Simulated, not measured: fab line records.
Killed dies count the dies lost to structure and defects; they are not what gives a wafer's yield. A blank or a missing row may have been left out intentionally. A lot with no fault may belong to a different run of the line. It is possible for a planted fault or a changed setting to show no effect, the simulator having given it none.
Split-lot trial | flow n5 finfet | 21 wafers read across 7 lots, on a route 1938 steps long

== THE SPLIT ITSELF ==
At N5_BEOL_M14_TRENCH_ETCH_34 (etches SiO2 in C4F8/O2/Ar, target depth 556.65 nm, time 126.9 s), the setting time s was moved away from the recipe's 126.9 s on 9 of the 21 wafers read, by -21.1% to +21.7%. The other wafers ran this setting at the recipe's value.

== FROM THE SPLIT TO THE READING: what the file shows between them, 10 steps ==
- N5_BEOL_M14_STRIP_70: strips in C4F8/O2/Ar
- N5_BEOL_M14_OCD_MEAS_35
- N5_BEOL_M14_STRIP_37: strips in O2
- N5_BEOL_M14_ETCH_38: etches SiCN in CF4/N2, target depth 106.5 nm, time 120.6 s
- N5_BEOL_M14_ECD_47: material Cu, target thk 1248 nm
- N5_BEOL_M14_ANNEAL_48: time 90 s
- N5_BEOL_M14_CMP_49: polishes, stops on SiO2, t overpolish 5.2 s, target thk 560 nm
- N5_BEOL_M14_THK_MEAS_50: measures by xrf
- N5_BEOL_M14_PRE_CLEAN_52: time 15 s
- N5_BEOL_M14_DEP_53: deposits SiCN from 3MS/NH3, target thk 50 nm, time 17.8 s

== THE READING ==
M14_RS, in ohm/sq, at N5_BEOL_M14_RS_MEAS_54 (measures by four-point-probe). On this fab line, fault-free wafers typically give 0.0335 ohm/sq with a standard deviation of 0.0009 ohm/sq.

wafer  | tool, chamber at the split | time s as run, s | against the recipe | M14_RS, ohm/sq | against lot-mates on the recipe
L078.2 | rie diel-04, 0             | 126.9            | recipe             | 0.0340         | -
L078.4 | rie diel-04, 2             | 126.9            | recipe             | 0.0330         | -
L078.6 | rie diel-04, 0             | 126.9            | recipe             | 0.0339         | -
L081.2 | rie diel-02, 2             | 139.3            | +9.8%              | 0.0294         | -0.0046
L081.3 | rie diel-02, 1             | 126.9            | recipe             | 0.0355         | -
L081.4 | rie diel-02, 2             | 126.9            | recipe             | 0.0325         | -
L083.2 | rie diel-05, 2             | 126.9            | recipe             | 0.0329         | -
L083.4 | rie diel-05, 0             | 154.5            | +21.7%             | 0.0278         | -0.0054
L083.5 | rie diel-05, 0             | 126.9            | recipe             | 0.0334         | -
L085.1 | rie diel-05, 3             | 126.9            | recipe             | 0.0336         | -
L085.2 | rie diel-05, 1             | 100.1            | -21.1%             | 0.0419         | +0.0088
L085.3 | rie diel-05, 2             | 126.9            | recipe             | 0.0327         | -
L089.1 | rie diel-05, 0             | 141.6            | +11.6%             | 0.0302         | -0.0025
L089.3 | rie diel-05, 3             | 141.6            | +11.6%             | 0.0300         | -0.0027
L089.5 | rie diel-05, 1             | 126.9            | recipe             | 0.0327         | -
L092.1 | rie diel-02, 3             | 112              | -11.7%             | 0.0369         | +0.0046
L092.3 | rie diel-02, 2             | 126.9            | recipe             | 0.0323         | -
L092.6 | rie diel-02, 1             | 112              | -11.7%             | 0.0383         | +0.0060
L095.3 | rie diel-05, 1             | 104.2            | -17.9%             | 0.0404         | +0.0075
L095.5 | rie diel-05, 0             | 104.2            | -17.9%             | 0.0418         | +0.0089
L095.6 | rie diel-05, 2             | 126.9            | recipe             | 0.0329         | -

FIT RESULTS
A straight line over all 21 wafers: M14_RS changes by -0.000357 ohm/sq for each +1% of time s; r = -0.97; the points scatter about the line by 0.001 ohm/sq.
The same after taking each lot's own level away (the mean of its wafers on the recipe; 21 wafers): -0.000369 ohm/sq for each +1%; r = -0.96; scatter 0.0011 ohm/sq.
That fit puts the effect of the largest move of time s on the reading at 0.008 ohm/sq.
The span of the lots' own levels, 0.03230 to 0.03400 ohm/sq, comes to 1.9 times the standard deviation stated above.
So the lot-to-lot level changes the slope little: the two slopes agree.
Check: for one of the wafers moved furthest among these (+21.7%), held out of the fit, the line's prediction against its lot-mates is -0.00837 ohm/sq. Against them it came out at -0.00535 ohm/sq.

== THE WHOLE CHAIN: every reading that the file lists as answering this split, in the file's order ==
step                       | what it does                                                    | reading                                                                       | change (the file's fit)               | r (the file's)
N5_BEOL_M14_TRENCH_ETCH_34 | etches SiO2 in C4F8/O2/Ar, target depth 556.65 nm, time 126.9 s | etch.depth nm (the simulator's own value, which no gauge read)                | +5.61 nm for each +1% of the setting  | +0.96
N5_BEOL_M14_OCD_MEAS_35    |                                                                 | trench depth nm                                                               | +5.62 nm for each +1% of the setting  | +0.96
N5_BEOL_M14_CMP_49         | polishes, stops on SiO2, t overpolish 5.2 s, target thk 560 nm  | Cu_of_BEOL_M14_ECD_47.thk nm (the simulator's own value, which no gauge read) | +5.58 nm for each +1% of the setting  | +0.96
N5_BEOL_M14_THK_MEAS_50    | measures by xrf                                                 | M14_THK                                                                       | +5.68 for each +1% of the setting     | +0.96
N5_BEOL_M14_RS_MEAS_54     | measures by four-point-probe                                    | M14_RS                                                                        | -0.000364 for each +1% of the setting | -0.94

== THE FILE'S OWN FIT ==
M14_RS changes by -0.000364 ohm/sq for each +1% of time s, r = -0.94.
